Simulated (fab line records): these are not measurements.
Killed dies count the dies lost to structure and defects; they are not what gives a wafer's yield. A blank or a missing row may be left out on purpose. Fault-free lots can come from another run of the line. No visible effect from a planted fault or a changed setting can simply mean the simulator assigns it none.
Which of the tools did it?	flow nand-harc	Sampling: 24 lots, 72 wafers, 6 of 1159 route steps

== WHAT THE GAUGES READ, wafer by wafer ==
NHARC_A_M0_OVL_MEAS_10: pitch 160 nm.
lot	measured	on	overlay-x-nm (nm)	overlay-y-nm (nm)
L074	day 17 07:52	overlay-01	-1.1 -1.1 -1.3	0.5 0.3 -0.4
L075	day 17 17:59	overlay-01	-0.4 -0.3 0.1	0.7 1.0 0.6
L076	day 17 18:25	overlay-01	0.2 0.1 -0.3	0.3 -0.3 -0.4
L079	day 18 02:18	overlay-02	-1.0 -0.5 -0.6	-0.9 -1.1 -0.6
L077	day 18 04:29	overlay-01	0.6 0.1 -0.1	-0.3 0.9 -0.2
L078	day 18 21:31	overlay-01	-1.1 -1.0 -1.7	-1.2 -1.4 -1.7
L082	day 19 01:52	overlay-01	-0.6 -0.5 -1.1	0.2 -0.1 0.5
L080	day 19 05:06	overlay-02	0.6 0.5 0.2	-0.9 -0.4 -0.4
L084	day 19 18:05	overlay-01	0.2 0.0 -0.5	-0.2 -0.5 -0.6
L081	day 19 17:35	overlay-01	0.2 -0.1 -0.7	1.4 1.9 1.4
L083	day 19 18:31	overlay-02	-1.4 -1.5 -0.6	0.6 0.8 0.7
L087	day 20 06:19	overlay-02	0.4 0.6 0.1	-0.8 -0.8 -0.9
L086	day 20 07:11	overlay-02	-0.2 -0.4 -0.2	0.3 0.8 0.7
L085	day 21 12:28	overlay-02	-1.1 -0.4 -0.9	0.0 0.1 0.1
L088	day 21 12:55	overlay-02	0.7 0.8 0.1	0.6 0.8 0.8
L089	day 21 13:57	overlay-02	1.0 0.5 0.7	0.7 0.2 0.7
L091	day 21 21:17	overlay-02	0.2 -0.7 -0.2	0.2 0.4 0.3
L092	day 21 22:22	overlay-02	0.4 -0.1 -0.6	0.1 0.9 0.6
L090	day 21 21:50	overlay-02	0.5 1.0 0.6	-0.7 -0.9 -1.3
L095	day 22 12:24	overlay-01	1.2 0.3 1.3	-0.9 -0.9 -0.9
L094	day 22 15:42	overlay-02	0.4 0.1 0.8	0.3 0.4 0.6
L093	day 22 23:47	overlay-01	0.2 0.1 0.1	-1.1 -0.2 -0.7
L096	day 23 07:20	overlay-01	-0.1 0.0 -0.3	0.8 1.4 1.3
L097	day 23 07:59	overlay-02	0.7 0.7 1.2	-0.9 -0.8 -0.2

NHARC_A_M1_OVL_MEAS_10: pitch 240 nm.
lot	measured	on	overlay-x-nm (nm)	overlay-y-nm (nm)
L074	day 17 12:04	overlay-02	-0.1 0.0 -0.4	0.5 0.4 0.9
L075	day 17 22:29	overlay-01	-0.3 -0.6 -0.5	0.7 1.1 1.2
L076	day 17 23:13	overlay-01	0.8 1.0 0.7	-1.7 -1.9 -1.5
L079	day 18 06:37	overlay-02	-0.4 -0.6 -0.3	-0.1 -0.9 -0.1
L077	day 18 08:38	overlay-01	-0.1 -0.5 0.2	0.5 0.3 -0.3
L078	day 19 01:38	overlay-01	-0.3 -0.1 -0.4	-1.3 -0.9 -1.1
L082	day 19 05:52	overlay-02	0.4 0.4 0.0	-0.6 -0.9 -1.0
L080	day 19 09:26	overlay-01	-0.4 -0.4 0.1	0.1 0.2 0.2
L084	day 19 22:19	overlay-01	0.0 -0.4 0.1	-0.1 -0.1 -0.7
L081	day 19 21:37	overlay-01	0.4 0.9 -0.1	-0.1 -0.6 -1.4
L083	day 19 22:58	overlay-02	-0.3 -0.1 0.6	0.0 0.2 0.6
L087	day 20 10:23	overlay-02	1.2 1.1 0.3	0.3 0.3 -0.3
L086	day 20 11:16	overlay-02	1.2 1.6 1.4	-0.3 -0.2 -0.2
L085	day 21 16:32	overlay-02	0.9 1.2 0.3	1.1 1.3 1.4
L088	day 21 17:08	overlay-01	-0.6 -0.7 -0.5	1.3 1.5 1.0
L089	day 21 18:03	overlay-01	0.8 1.4 1.2	0.3 1.2 -0.1
L091	day 22 01:34	overlay-01	-1.6 -1.3 -1.5	0.2 0.4 0.5
L092	day 22 02:39	overlay-01	-1.0 -0.6 -1.0	-0.8 0.1 -0.5
L090	day 22 01:53	overlay-02	-0.5 -0.5 -1.2	0.1 0.4 0.0
L095	day 22 16:47	overlay-01	-0.8 -0.7 -0.7	1.5 1.7 1.1
L094	day 22 20:18	overlay-02	-1.2 -0.5 -0.9	0.5 0.7 1.1
L093	day 23 04:02	overlay-02	0.1 0.5 0.1	0.0 0.2 -0.6
L096	day 23 11:22	overlay-02	0.2 -0.5 0.2	0.3 -0.1 0.4
L097	day 23 12:05	overlay-02	0.6 0.7 1.4	-0.4 -0.9 -0.4

NHARC_A_M1_CD_MEAS_16.
lot	measured	on	cd-nm (nm)
L074	day 17 12:31	cd-sem-02	119.1 119.5 120.1
L075	day 17 22:56	cd-sem-02	120.1 120.6 120.8
L076	day 17 23:40	cd-sem-01	119.7 119.6 119.5
L079	day 18 07:01	cd-sem-02	119.5 118.7 118.9
L077	day 18 09:03	cd-sem-02	120.4 120.7 119.8
L078	day 19 02:02	cd-sem-01	118.6 120.2 118.9
L082	day 19 06:16	cd-sem-01	118.7 118.5 119.0
L080	day 19 09:50	cd-sem-02	120.0 119.9 118.9
L084	day 19 22:44	cd-sem-01	120.2 118.3 120.7
L081	day 19 22:01	cd-sem-01	118.9 119.0 120.1
L083	day 19 23:22	cd-sem-03	119.1 119.0 120.4
L087	day 20 10:48	cd-sem-01	119.3 119.1 120.2
L086	day 20 11:40	cd-sem-02	119.1 119.6 119.1
L085	day 21 16:56	cd-sem-03	118.5 119.7 118.0
L088	day 21 17:33	cd-sem-03	119.3 120.4 119.0
L089	day 21 18:28	cd-sem-01	119.3 118.2 119.7
L091	day 22 01:58	cd-sem-02	119.7 118.9 118.8
L092	day 22 03:04	cd-sem-01	119.9 118.0 119.9
L090	day 22 02:17	cd-sem-03	117.8 119.2 118.9
L095	day 22 17:11	cd-sem-01	120.7 118.6 119.0
L094	day 22 20:42	cd-sem-03	119.8 119.7 119.8
L093	day 23 04:26	cd-sem-01	118.4 118.5 120.1
L096	day 23 11:49	cd-sem-03	120.3 119.7 119.7
L097	day 23 12:30	cd-sem-03	117.6 118.7 119.3

== WHICH TOOL RAN EACH LOT (tool, then ch and the chambers of the sampled wafers, then the start) ==
lot	NHARC_A_CONTACT_ETCH_106	NHARC_A_BLC_ETCH_18	NHARC_A_M1_ETCH_35
L074	rie-diel-08 ch 0,1, day 16 16:29	rie-diel-04 ch 1,2,3, day 17 07:52 or earlier	rie-diel-05 ch 1,2,3, day 17 12:17
L075	rie-diel-08 ch 1,2,3, day 16 21:50	rie-diel-04 ch 0,2, day 17 17:59 or earlier	rie-diel-05 ch 1,2,3, day 17 22:41
L076	rie-diel-08 ch 0,2, day 16 23:28	rie-diel-04 ch 0,1,3, day 17 18:25 or earlier	rie-diel-05 ch 1,2,3, day 17 23:25
L079	rie-diel-08 ch 1,3, day 17 13:34	rie-diel-04 ch 0,2,3, day 18 02:18 or earlier	rie-diel-12 ch 1,3, day 18 06:47
L077	rie-diel-08 ch 0,1,3, day 17 15:59	rie-diel-02 ch 0,1,3, day 18 04:29 or earlier	rie-diel-12 ch 0,3, day 18 08:49
L078	rie-diel-08 ch 0,1,3, day 18 01:37	rie-diel-04 ch 0,2,3, day 18 21:31 or earlier	rie-diel-10 ch 2,3, day 19 01:49
L082	rie-diel-08 ch 1,2,3, day 18 10:18	rie-diel-02 ch 1,2,3, day 19 01:52 or earlier	rie-diel-12 ch 2,3, day 19 06:03
L080	rie-diel-08 ch 0,1,2, day 18 13:38	rie-diel-04 ch 0,1,2, day 19 05:06 or earlier	rie-diel-05 ch 0,2,3, day 19 09:37
L084	rie-diel-13 ch 0,1,3, day 19 00:29	rie-diel-06 ch 0,2, day 19 18:05 or earlier	rie-diel-05 ch 2,3, day 19 22:30
L081	rie-diel-13 ch 1,2, day 19 02:44	rie-diel-02 ch 0,3, day 19 17:35 or earlier	rie-diel-12 ch 0,2,3, day 19 21:47
L083	rie-diel-08 ch 1,2, day 19 05:43	rie-diel-04 ch 1,2, day 19 18:31 or earlier	rie-diel-10 ch 0,3, day 19 23:08
L087	rie-diel-08 ch 1,3, day 19 12:45	rie-diel-04 ch 0,2,3, day 20 06:19 or earlier	rie-diel-05 ch 0,3, day 20 10:35
L086	rie-diel-08 ch 0,1,3, day 19 13:32	rie-diel-02 ch 1,2,3, day 20 07:11 or earlier	rie-diel-10 ch 0,1,3, day 20 11:27
L085	rie-diel-07 ch 0,1,3, day 20 06:39	rie-diel-02 ch 1,2, day 21 12:28 or earlier	rie-diel-10 ch 0,1, day 21 16:43
L088	rie-diel-13 ch 1,2,3, day 20 07:11	rie-diel-06 ch 0,1, day 21 12:55 or earlier	rie-diel-12 ch 2,3, day 21 17:20
L089	rie-diel-07 ch 0,1,3, day 20 11:22	rie-diel-04 ch 1,2,3, day 21 13:57 or earlier	rie-diel-05 ch 0,2,3, day 21 18:14
L091	rie-diel-13 ch 1,2, day 20 16:16	rie-diel-04 ch 2,3, day 21 21:17 or earlier	rie-diel-05 ch 0,1,2, day 22 01:44
L092	rie-diel-07 ch 0,1,3, day 20 19:28	rie-diel-06 ch 2,3, day 21 16:08	rie-diel-10 ch 0,1,3, day 22 02:50
L090	rie-diel-13 ch 0,1,3, day 20 19:35	rie-diel-04 ch 1,2,3, day 21 21:50 or earlier	rie-diel-10 ch 0,1,2, day 22 02:04
L095	rie-diel-07 ch 0,1,2, day 21 21:07	rie-diel-04 ch 0,2,3, day 22 12:24 or earlier	rie-diel-10 ch 1,2, day 22 16:58
L094	rie-diel-07 ch 2,3, day 22 01:15	rie-diel-02 ch 2,3, day 22 15:42 or earlier	rie-diel-10 ch 2,3, day 22 20:29
L093	rie-diel-08 ch 0,1,3, day 22 05:12	rie-diel-04 ch 1,2, day 22 23:47 or earlier	rie-diel-12 ch 0,1,2, day 23 04:13
L096	rie-diel-13 ch 0,2,3, day 22 09:43	rie-diel-04 ch 0,1, day 23 07:20 or earlier	rie-diel-05 ch 0,1,3, day 23 11:36
L097	rie-diel-08 ch 1,2,3, day 22 11:04	rie-diel-06 ch 2,3, day 23 07:59 or earlier	rie-diel-10 ch 1,2, day 23 12:17
- NHARC_A_CONTACT_ETCH_106: etches the open film in CF4/O2, target depth 60 nm, overetch 6 nm, time 33 s.
- NHARC_A_BLC_ETCH_18: etches the open film in C4F8/O2/Ar, target depth 910 nm.
- NHARC_A_M1_ETCH_35: etches the open film in N2/H2, target depth 40 nm, overetch 12 nm, time 43.94 s.

== AS READ BY THE TOOLS THEMSELVES (means over the sampled wafers that have a number; for cases with no such wafer, the mark the record gives instead) ==
NHARC_A_CONTACT_ETCH_106.
lot	tool	drypump-motor-current-A (A)	oes-product-au (a.u.)	rf-vpp-V (V)	showerhead-plenum-p-Torr (Torr)	throttle-valve-pct (%)
L074	rie-diel-08	5.7	0.982	198.3	1.35	13.396
L075	rie-diel-08	5.4	1.010	198.8	1.37	13.391
L076	rie-diel-08	5.3	1.002	198.0	1.34	13.396
L079	rie-diel-08	5.6	1.010	199.1	1.39	13.403
L077	rie-diel-08	5.7	1.008	198.8	1.37	13.398
L078	rie-diel-08	5.6	1.005	198.8	1.37	13.395
L082	rie-diel-08	5.5	1.012	198.3	1.36	13.393
L080	rie-diel-08	5.5	0.991	199.0	1.34	13.396
L084	rie-diel-13	5.8	0.988	197.8	1.33	13.397
L081	rie-diel-13	5.6	0.993	197.2	1.31	13.396
L083	rie-diel-08	5.6	0.998	197.5	1.33	13.396
L087	rie-diel-08	5.5	1.018	199.3	1.39	13.401
L086	rie-diel-08	5.7	1.002	198.7	1.37	13.402
L085	rie-diel-07	5.6	1.004	198.0	1.36	13.395
L088	rie-diel-13	5.6	0.996	198.3	1.36	13.398
L089	rie-diel-07	5.6	1.001	198.2	1.36	13.394
L091	rie-diel-13	5.8	0.980	197.3	1.31	13.392
L092	rie-diel-07	5.7	0.996	198.2	1.36	13.399
L090	rie-diel-13	5.8	1.001	199.6	1.40	13.398
L095	rie-diel-07	5.8	0.999	199.0	1.38	13.397
L094	rie-diel-07	5.9	0.997	199.0	1.37	13.400
L093	rie-diel-08	5.6	0.998	198.4	1.37	13.394
L096	rie-diel-13	5.6	0.994	199.2	1.39	13.396
L097	rie-diel-08	5.4	0.999	197.9	1.36	13.408

NHARC_A_BLC_ETCH_18.
lot	tool	oes-product-au (a.u.)	rf-vpp-V (V)
L074	rie-diel-04	0.976	979
L075	rie-diel-04	0.933	981
L076	rie-diel-04	0.915	979
L079	rie-diel-04	0.944	981
L077	rie-diel-02	0.977	980
L078	rie-diel-04	0.932	981
L082	rie-diel-02	0.916	983
L080	rie-diel-04	0.940	980
L084	rie-diel-06	0.960	981
L081	rie-diel-02	0.933	977
L083	rie-diel-04	0.936	977
L087	rie-diel-04	0.972	981
L086	rie-diel-02	0.913	983
L085	rie-diel-02	0.916	980
L088	rie-diel-06	0.915	978
L089	rie-diel-04	0.965	980
L091	rie-diel-04	0.973	982
L092	rie-diel-06	0.957	983
L090	rie-diel-04	0.960	979
L095	rie-diel-04	0.967	981
L094	rie-diel-02	0.958	983
L093	rie-diel-04	0.970	980
L096	rie-diel-04	0.953	977
L097	rie-diel-06	0.919	983

NHARC_A_M1_ETCH_35.
lot	tool	drypump-motor-current-A (A)	oes-product-au (a.u.)	rf-vpp-V (V)	showerhead-plenum-p-Torr (Torr)	throttle-valve-pct (%)
L074	rie-diel-05	5.9	0.995	431.4	2.07	14.168
L075	rie-diel-05	5.9	0.987	431.9	2.07	14.170
L076	rie-diel-05	5.9	0.997	431.4	2.07	14.173
L079	rie-diel-12	5.6	1.002	433.2	2.13	14.167
L077	rie-diel-12	5.3	1.001	433.2	2.16	14.173
L078	rie-diel-10	5.1	0.987	432.9	2.11	14.183
L082	rie-diel-12	5.2	1.002	431.6	2.10	14.165
L080	rie-diel-05	5.5	0.986	431.1	2.06	14.175
L084	rie-diel-05	5.4	0.981	430.5	2.01	14.165
L081	rie-diel-12	5.3	0.996	432.8	2.13	14.169
L083	rie-diel-10	5.5	1.003	430.4	2.04	14.174
L087	rie-diel-05	5.6	0.980	431.9	2.08	14.173
L086	rie-diel-10	5.5	0.979	430.8	2.04	14.171
L085	rie-diel-10	5.7	0.973	427.6	1.96	14.174
L088	rie-diel-12	5.2	1.001	432.3	2.10	14.167
L089	rie-diel-05	5.5	0.986	430.1	2.06	14.171
L091	rie-diel-05	5.9	0.996	432.5	2.10	14.173
L092	rie-diel-10	5.5	0.982	430.2	2.04	14.172
L090	rie-diel-10	5.6	0.982	428.5	1.95	14.167
L095	rie-diel-10	5.4	0.983	428.5	1.95	14.170
L094	rie-diel-10	5.2	0.986	430.5	2.02	14.167
L093	rie-diel-12	5.6	1.002	433.7	2.15	14.169
L096	rie-diel-05	6.0	0.995	433.0	2.12	14.167
L097	rie-diel-10	5.4	0.976	427.6	1.95	14.180

== THE ANSWER, worked out from the rows above alone ==
Rule: usual is defined by the lots themselves. Put in order of their means at a reading, lots are off if they are a third of the lots or fewer, leave a main group of 4 or more, and stand apart from it by a gap of 3 or more times the standard deviation of the main group's means; of several such gaps the widest counts. A main group is skipped when, at the precision printed for the reading in the tables above, its means are all equal. A lot without any number at a reading at which 4 lots or more have one is off too. Where the step has rows for the other lots, those lots are counted as sound. The gauges are gone through in route order, then the tools' own readings, and for those a lot's mean is taken as printed above. At the first step where some lot is off, the reading lying furthest off is the one used; lots without a number count as furthest.
No lot is off on any of the readings shown, so nothing can be concluded from this.

== WHAT WAS PUT IN BY THE SIMULATOR ==
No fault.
